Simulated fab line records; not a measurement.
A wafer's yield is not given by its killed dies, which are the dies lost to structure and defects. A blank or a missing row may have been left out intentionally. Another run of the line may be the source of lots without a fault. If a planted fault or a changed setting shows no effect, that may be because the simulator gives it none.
Which tool was responsible? + flow n5-finfet + 24 lots with 72 wafers sampled at 5 steps, on a route of 1938 steps

## WHAT THE GAUGES SHOWED, per wafer
N5_BEOL_M1_CD_MEAS_35: target cd 18 nm, target cd y 21 nm.
| lot  | measured     | on        | cd-nm (nm)     |
|------|--------------|-----------|----------------|
| L075 | day 6 13:39  | cd-sem-02 | 18.5 18.3 18.8 |
| L076 | day 6 23:08  | cd-sem-03 | 17.8 18.7 18.5 |
| L077 | day 7 04:00  | cd-sem-03 | 18.0 17.9 18.1 |
| L074 | day 7 12:02  | cd-sem-03 | 17.9 18.3 18.3 |
| L078 | day 7 15:16  | cd-sem-02 | 18.4 18.5 18.0 |
| L079 | day 7 14:49  | cd-sem-02 | 18.7 18.4 18.6 |
| L080 | day 7 15:37  | cd-sem-03 | 17.6 17.8 17.8 |
| L081 | day 7 21:04  | cd-sem-03 | 17.7 18.2 17.9 |
| L082 | day 8 08:46  | cd-sem-03 | 18.0 18.2 17.7 |
| L083 | day 8 17:38  | cd-sem-02 | 18.4 18.0 18.2 |
| L084 | day 9 02:16  | cd-sem-02 | 18.2 18.2 17.9 |
| L085 | day 9 06:30  | cd-sem-03 | 17.7 18.2 17.4 |
| L086 | day 9 18:08  | cd-sem-01 | 18.4 17.3 17.3 |
| L087 | day 9 22:32  | cd-sem-01 | 18.6 17.8 18.0 |
| L088 | day 9 23:00  | cd-sem-03 | 18.0 17.5 18.1 |
| L089 | day 10 01:59 | cd-sem-02 | 17.3 18.1 17.7 |
| L090 | day 10 07:29 | cd-sem-02 | 18.6 18.3 18.4 |
| L091 | day 10 10:46 | cd-sem-01 | 18.1 18.3 17.8 |
| L092 | day 10 18:28 | cd-sem-03 | 16.9 18.1 17.8 |
| L093 | day 11 01:23 | cd-sem-02 | 18.0 17.8 18.2 |
| L094 | day 11 04:52 | cd-sem-03 | 17.3 18.7 17.5 |
| L095 | day 11 18:40 | cd-sem-01 | 18.5 18.2 18.7 |
| L096 | day 11 16:55 | cd-sem-02 | 18.8 18.6 18.2 |
| L097 | day 11 22:54 | cd-sem-03 | 17.9 18.1 17.9 |

## WHICH TOOL RAN EACH LOT (tool, then ch and the chambers of the sampled wafers, then the start)
| lot  | N5_BEOL_M0_SAQP_ETCH_49            | N5_BEOL_M0_STRIP_142               | N5_BEOL_M0_ETCH_109                | N5_BEOL_M0_DEGAS_112         |
|------|------------------------------------|------------------------------------|------------------------------------|------------------------------|
| L075 | rie-diel-01 ch 1,2,3, day 6 02:43  | rie-diel-06 ch 0,1,3, day 6 06:45  | rie-diel-05 ch 2,3, day 6 07:13    | pvd-sputter-01, day 6 07:34  |
| L076 | rie-diel-04 ch 0,3, day 6 06:03    | rie-diel-05 ch 1,2,3, day 6 07:55  | rie-diel-05 ch 0,1, day 6 08:07    | pvd-sputter-03, day 6 08:54  |
| L077 | rie-diel-02 ch 1,2,3, day 6 13:52  | rie-diel-06 ch 0,2,3, day 6 15:32  | rie-diel-06 ch 1,3, day 6 16:05    | pvd-sputter-03, day 6 16:33  |
| L074 | rie-diel-02 ch 0,1,3, day 6 17:53  | rie-diel-05 ch 2,3, day 7 00:40    | rie-diel-06 ch 0,1,3, day 7 00:58  | pvd-sputter-01, day 7 01:43  |
| L078 | rie-diel-02 ch 0,1,2, day 6 20:43  | rie-diel-03 ch 0,1,2, day 7 04:35  | rie-diel-06 ch 0,1,2, day 7 05:32  | pvd-sputter-01, day 7 05:43  |
| L079 | rie-diel-04 ch 1,2, day 6 21:20    | rie-diel-03 ch 0,2, day 7 00:55    | rie-diel-03 ch 0,2,3, day 7 01:18  | pvd-sputter-01, day 7 01:47  |
| L080 | rie-diel-04 ch 0,1,2, day 7 02:52  | rie-diel-05 ch 0,3, day 7 05:37    | rie-diel-05 ch 0,2,3, day 7 05:49  | pvd-sputter-03, day 7 05:59  |
| L081 | rie-diel-02 ch 1,2, day 7 09:51    | rie-diel-06 ch 1,2,3, day 7 11:42  | rie-diel-03 ch 1,3, day 7 11:53    | pvd-sputter-02, day 7 12:21  |
| L082 | rie-diel-02 ch 0,3, day 7 21:39    | rie-diel-03 ch 1,2, day 8 02:22    | rie-diel-03 ch 1, day 8 02:35      | pvd-sputter-02, day 8 02:56  |
| L083 | rie-diel-04 ch 1,2,3, day 8 07:28  | rie-diel-06 ch 1,3, day 8 09:15    | rie-diel-05 ch 0,1,3, day 8 09:36  | pvd-sputter-03, day 8 09:50  |
| L084 | rie-diel-01 ch 0,2,3, day 8 09:43  | rie-diel-06 ch 0,1,3, day 8 13:19  | rie-diel-05 ch 0,1,3, day 8 13:41  | pvd-sputter-02, day 8 14:10  |
| L085 | rie-diel-01 ch 1,2, day 8 17:41    | rie-diel-03 ch 1,2,3, day 8 22:47  | rie-diel-05 ch 0,1,2, day 8 22:59  | pvd-sputter-03, day 8 23:29  |
| L086 | rie-diel-04 ch 0,1, day 9 00:40    | rie-diel-03 ch 2,3, day 9 02:10    | rie-diel-05 ch 1,2, day 9 02:47    | pvd-sputter-01, day 9 05:13  |
| L087 | rie-diel-02 ch 0,1, day 9 05:31    | rie-diel-03 ch 0,3, day 9 07:59    | rie-diel-03 ch 0,2,3, day 9 08:10  | pvd-sputter-02, day 9 09:47  |
| L088 | rie-diel-01 ch 2,3, day 9 07:55    | rie-diel-06 ch 0,1,2, day 9 09:29  | rie-diel-03 ch 0,2,3, day 9 09:41  | pvd-sputter-01, day 9 09:55  |
| L089 | rie-diel-04 ch 2,3, day 9 12:34    | rie-diel-05 ch 0,1, day 9 17:38    | rie-diel-06 ch 0,1,2, day 9 17:50  | pvd-sputter-01, day 9 18:17  |
| L090 | rie-diel-01 ch 2,3, day 9 19:04    | rie-diel-05 ch 0,1,3, day 9 22:16  | rie-diel-06 ch 0,1,2, day 9 22:27  | pvd-sputter-01, day 9 23:01  |
| L091 | rie-diel-02 ch 0,1, day 9 23:28    | rie-diel-06 ch 1,2,3, day 10 02:17 | rie-diel-05 ch 0,1,3, day 10 02:31 | pvd-sputter-02, day 10 04:20 |
| L092 | rie-diel-01 ch 2,3, day 10 02:55   | rie-diel-03 ch 2, day 10 04:33     | rie-diel-05 ch 0,1, day 10 04:59   | pvd-sputter-01, day 10 06:46 |
| L093 | rie-diel-01 ch 0,3, day 10 10:04   | rie-diel-05 ch 0,1,3, day 10 14:35 | rie-diel-05 ch 0,1,3, day 10 15:39 | pvd-sputter-01, day 10 17:44 |
| L094 | rie-diel-02 ch 0,1,3, day 10 14:51 | rie-diel-05 ch 0,1,2, day 10 19:52 | rie-diel-05 ch 0,1,3, day 10 20:08 | pvd-sputter-02, day 10 21:19 |
| L095 | rie-diel-01 ch 1,2,3, day 11 04:08 | rie-diel-03 ch 2,3, day 11 07:42   | rie-diel-06 ch 0,2,3, day 11 07:56 | pvd-sputter-01, day 11 08:07 |
| L096 | rie-diel-04 ch 0,3, day 11 05:21   | rie-diel-06 ch 0,2, day 11 07:33   | rie-diel-03 ch 0,2, day 11 07:50   | pvd-sputter-03, day 11 08:01 |
| L097 | rie-diel-01 ch 0,2,3, day 11 11:18 | rie-diel-06 ch 0,2, day 11 13:49   | rie-diel-03 ch 1,3, day 11 14:01   | pvd-sputter-03, day 11 14:16 |
- N5_BEOL_M0_SAQP_ETCH_49: etches SiO2 in CF4/O2, target depth 37 nm.
- N5_BEOL_M0_STRIP_142: strips in N2/H2, time 10 s.
- N5_BEOL_M0_ETCH_109: etches SiCN in CH3F/O2, target depth 8 nm, overetch 2.4 nm, time 27.4 s.
- N5_BEOL_M0_DEGAS_112: time 60 s.

## AS READ BY THE TOOLS THEMSELVES (means over the sampled wafers that have a number; for cases with no such wafer, the mark the record gives instead)
N5_BEOL_M0_SAQP_ETCH_49.
| lot  | tool        | drypump-motor-current-A (A) | oes_o_777_au (a.u.) | oes-product-au (a.u.) | rf-vpp-V (V) | showerhead-plenum-p-Torr (Torr) | throttle-valve-pct (%) |
|------|-------------|-----------------------------|---------------------|-----------------------|--------------|---------------------------------|------------------------|
| L075 | rie-diel-01 | 6.5                         | 0.82                | 0.83                  | 236          | 2.19                            | 15.61                  |
| L076 | rie-diel-04 | 6.5                         | 0.78                | 0.80                  | 247          | 2.19                            | 15.74                  |
| L077 | rie-diel-02 | 5.9                         | 0.80                | 0.82                  | 241          | 2.26                            | 15.85                  |
| L074 | rie-diel-02 | 5.6                         | 0.72                | 0.72                  | 238          | 2.22                            | 16.04                  |
| L078 | rie-diel-02 | 5.7                         | 0.79                | 0.80                  | 234          | 2.27                            | 15.82                  |
| L079 | rie-diel-04 | 5.2                         | 0.89                | 0.84                  | 237          | 2.21                            | 15.71                  |
| L080 | rie-diel-04 | 5.6                         | 0.81                | 0.78                  | 245          | 2.22                            | 15.79                  |
| L081 | rie-diel-02 | 5.9                         | 0.84                | 0.88                  | 237          | 2.30                            | 15.68                  |
| L082 | rie-diel-02 | 5.7                         | 0.71                | 0.70                  | 235          | 2.23                            | 16.13                  |
| L083 | rie-diel-04 | 5.8                         | 0.82                | 0.80                  | 241          | 2.17                            | 15.71                  |
| L084 | rie-diel-01 | 6.1                         | 0.80                | 0.80                  | 241          | 2.16                            | 15.52                  |
| L085 | rie-diel-01 | 6.5                         | 0.85                | 0.85                  | 233          | 2.20                            | 15.76                  |
| L086 | rie-diel-04 | 5.4                         | 0.86                | 0.81                  | 243          | 2.25                            | 15.81                  |
| L087 | rie-diel-02 | 5.5                         | 0.90                | 0.90                  | 232          | 2.22                            | 15.69                  |
| L088 | rie-diel-01 | 6.5                         | 0.76                | 0.75                  | 240          | 2.16                            | 15.57                  |
| L089 | rie-diel-04 | 6.4                         | 0.77                | 0.77                  | 243          | 2.13                            | 15.71                  |
| L090 | rie-diel-01 | 6.5                         | 0.75                | 0.74                  | 238          | 2.16                            | 15.58                  |
| L091 | rie-diel-02 | 5.4                         | 0.80                | 0.80                  | 237          | 2.21                            | 15.77                  |
| L092 | rie-diel-01 | 6.6                         | 0.75                | 0.75                  | 242          | 2.15                            | 15.56                  |
| L093 | rie-diel-01 | 5.5                         | 0.83                | 0.81                  | 241          | 2.16                            | 15.52                  |
| L094 | rie-diel-02 | 5.7                         | 0.79                | 0.79                  | 238          | 2.21                            | 15.91                  |
| L095 | rie-diel-01 | 6.4                         | 0.78                | 0.78                  | 236          | 2.18                            | 15.70                  |
| L096 | rie-diel-04 | 6.3                         | 0.72                | 0.73                  | 252          | 2.23                            | 15.88                  |
| L097 | rie-diel-01 | 6.0                         | 0.78                | 0.78                  | 242          | 2.15                            | 15.56                  |

N5_BEOL_M0_STRIP_142.
| lot  | tool        | bias-power-w (W) | drypump-motor-current-A (A) | oes-product-au (a.u.) | rf-vpp-V (V) | showerhead-plenum-p-Torr (Torr) | throttle-valve-pct (%) |
|------|-------------|------------------|-----------------------------|-----------------------|--------------|---------------------------------|------------------------|
| L075 | rie-diel-06 | 7.027            | 5.3                         | 0.77                  | 59.7         | 2.57                            | 23.67                  |
| L076 | rie-diel-05 | 6.984            | 5.4                         | 0.78                  | 58.8         | 2.52                            | 23.70                  |
| L077 | rie-diel-06 | 7.002            | 4.9                         | 0.77                  | 59.2         | 2.58                            | 23.71                  |
| L074 | rie-diel-05 | 6.970            | 5.7                         | 0.72                  | 58.7         | 2.49                            | 23.89                  |
| L078 | rie-diel-03 | 7.012            | 6.0                         | 0.87                  | 59.8         | 2.53                            | 23.85                  |
| L079 | rie-diel-03 | 6.990            | 6.0                         | 0.83                  | 59.4         | 2.57                            | 24.10                  |
| L080 | rie-diel-05 | 7.003            | 6.0                         | 0.83                  | 58.9         | 2.48                            | 23.50                  |
| L081 | rie-diel-06 | 7.011            | 5.1                         | 0.69                  | 59.8         | 2.53                            | 23.72                  |
| L082 | rie-diel-03 | 6.987            | 5.8                         | 0.91                  | 59.0         | 2.57                            | 23.95                  |
| L083 | rie-diel-06 | 6.989            | 5.2                         | 0.69                  | 58.7         | 2.57                            | 23.71                  |
| L084 | rie-diel-06 | 7.006            | 5.4                         | 0.75                  | 59.1         | 2.56                            | 23.68                  |
| L085 | rie-diel-03 | 6.973            | 5.7                         | 0.83                  | 59.5         | 2.57                            | 23.98                  |
| L086 | rie-diel-03 | 6.996            | 5.6                         | 0.76                  | 58.8         | 2.62                            | 24.28                  |
| L087 | rie-diel-03 | 6.988            | 6.0                         | 0.89                  | 59.5         | 2.54                            | 23.97                  |
| L088 | rie-diel-06 | 6.992            | 5.3                         | 0.83                  | 58.3         | 2.51                            | 23.61                  |
| L089 | rie-diel-05 | 7.003            | 5.6                         | 0.86                  | 59.2         | 2.49                            | 23.37                  |
| L090 | rie-diel-05 | 6.991            | 5.7                         | 0.80                  | 59.2         | 2.52                            | 23.60                  |
| L091 | rie-diel-06 | 7.007            | 5.1                         | 0.76                  | 58.9         | 2.52                            | 23.65                  |
| L092 | rie-diel-03 | 7.009            | 5.8                         | 0.86                  | 59.3         | 2.60                            | 24.24                  |
| L093 | rie-diel-05 | 7.011            | 5.7                         | 0.78                  | 58.8         | 2.51                            | 23.63                  |
| L094 | rie-diel-05 | 7.016            | 5.3                         | 0.80                  | 58.7         | 2.47                            | 23.52                  |
| L095 | rie-diel-03 | 7.004            | 5.6                         | 0.89                  | 58.7         | 2.61                            | 24.09                  |
| L096 | rie-diel-06 | 6.987            | 4.9                         | 0.90                  | 59.1         | 2.51                            | 23.55                  |
| L097 | rie-diel-06 | 7.014            | 4.9                         | 0.89                  | 59.4         | 2.51                            | 23.56                  |

N5_BEOL_M0_ETCH_109.
| lot  | tool        | drypump-motor-current-A (A) | oes-product-au (a.u.) | rf-vpp-V (V) | showerhead-plenum-p-Torr (Torr) | throttle-valve-pct (%) |
|------|-------------|-----------------------------|-----------------------|--------------|---------------------------------|------------------------|
| L075 | rie-diel-05 | 5.7                         | 0.63                  | 297.4        | 1.97                            | 16.45                  |
| L076 | rie-diel-05 | 5.6                         | 0.77                  | 297.5        | 1.99                            | 16.25                  |
| L077 | rie-diel-06 | 5.5                         | 0.60                  | 297.7        | 2.02                            | 16.70                  |
| L074 | rie-diel-06 | 5.3                         | 0.65                  | 298.6        | 2.05                            | 16.46                  |
| L078 | rie-diel-06 | 5.3                         | 0.65                  | 297.8        | 2.00                            | 16.43                  |
| L079 | rie-diel-03 | 5.9                         | 0.67                  | 297.3        | 2.02                            | 16.43                  |
| L080 | rie-diel-05 | 5.6                         | 0.66                  | 296.3        | 1.95                            | 16.42                  |
| L081 | rie-diel-03 | 5.8                         | 0.75                  | 297.7        | 1.98                            | 16.21                  |
| L082 | rie-diel-03 | 5.9                         | 0.82                  | 296.9        | 1.94                            | 16.08                  |
| L083 | rie-diel-05 | 5.7                         | 0.69                  | 297.8        | 1.99                            | 16.34                  |
| L084 | rie-diel-05 | 5.7                         | 0.69                  | 296.4        | 1.99                            | 16.33                  |
| L085 | rie-diel-05 | 5.3                         | 0.69                  | 297.0        | 1.97                            | 16.31                  |
| L086 | rie-diel-05 | 4.9                         | 0.66                  | 296.5        | 1.95                            | 16.33                  |
| L087 | rie-diel-03 | 5.9                         | 0.73                  | 297.7        | 2.01                            | 16.32                  |
| L088 | rie-diel-03 | 5.9                         | 0.72                  | 298.0        | 2.02                            | 16.33                  |
| L089 | rie-diel-06 | 5.3                         | 0.70                  | 296.0        | 1.99                            | 16.31                  |
| L090 | rie-diel-06 | 5.3                         | 0.70                  | 296.6        | 1.99                            | 16.31                  |
| L091 | rie-diel-05 | 5.7                         | 0.69                  | 297.6        | 1.99                            | 16.34                  |
| L092 | rie-diel-05 | 5.6                         | 0.72                  | 296.4        | 1.98                            | 16.31                  |
| L093 | rie-diel-05 | 5.7                         | 0.69                  | 298.2        | 1.98                            | 16.36                  |
| L094 | rie-diel-05 | 5.7                         | 0.67                  | 297.1        | 1.98                            | 16.37                  |
| L095 | rie-diel-06 | 4.9                         | 0.70                  | 297.9        | 2.03                            | 16.34                  |
| L096 | rie-diel-03 | 6.0                         | 0.74                  | 297.2        | 2.01                            | 16.21                  |
| L097 | rie-diel-03 | 5.6                         | 0.78                  | 297.7        | 1.99                            | 16.12                  |

N5_BEOL_M0_DEGAS_112.
| lot  | tool           | heater-power-w (W) |
|------|----------------|--------------------|
| L075 | pvd-sputter-01 | 321                |
| L076 | pvd-sputter-03 | 340                |
| L077 | pvd-sputter-03 | 315                |
| L074 | pvd-sputter-01 | 301                |
| L078 | pvd-sputter-01 | 320                |
| L079 | pvd-sputter-01 | 340                |
| L080 | pvd-sputter-03 | 298                |
| L081 | pvd-sputter-02 | 302                |
| L082 | pvd-sputter-02 | 348                |
| L083 | pvd-sputter-03 | 319                |
| L084 | pvd-sputter-02 | 333                |
| L085 | pvd-sputter-03 | 340                |
| L086 | pvd-sputter-01 | 343                |
| L087 | pvd-sputter-02 | 347                |
| L088 | pvd-sputter-01 | 346                |
| L089 | pvd-sputter-01 | 349                |
| L090 | pvd-sputter-01 | 315                |
| L091 | pvd-sputter-02 | 338                |
| L092 | pvd-sputter-01 | 314                |
| L093 | pvd-sputter-01 | 348                |
| L094 | pvd-sputter-02 | 329                |
| L095 | pvd-sputter-01 | 347                |
| L096 | pvd-sputter-03 | 343                |
| L097 | pvd-sputter-03 | 287                |

## THE ANSWER, worked out from the rows above alone
Rule: usual is defined by the lots themselves. Put in order of their means at a reading, lots are off if they are a third of the lots or fewer, leave a main group of 4 or more, and stand apart from it by a gap of 3 or more times the standard deviation of the main group's means; of several such gaps the widest counts. A main group whose means are all the same, to the digits that the tables above print for the reading, isn't used. Also off: a lot with no number at a reading for which 4 or more lots have one. All remaining lots with rows at the step are treated as sound. First the gauges in route order, then the tools' own readings, where a lot's mean is used as printed above. The first step at which some lot is off is used, and at that step the reading that is off furthest; a lot without a number counts as furthest.
No lot is off on any of the readings shown, so nothing can be concluded from this.

## WHAT THE SIMULATOR PUT IN
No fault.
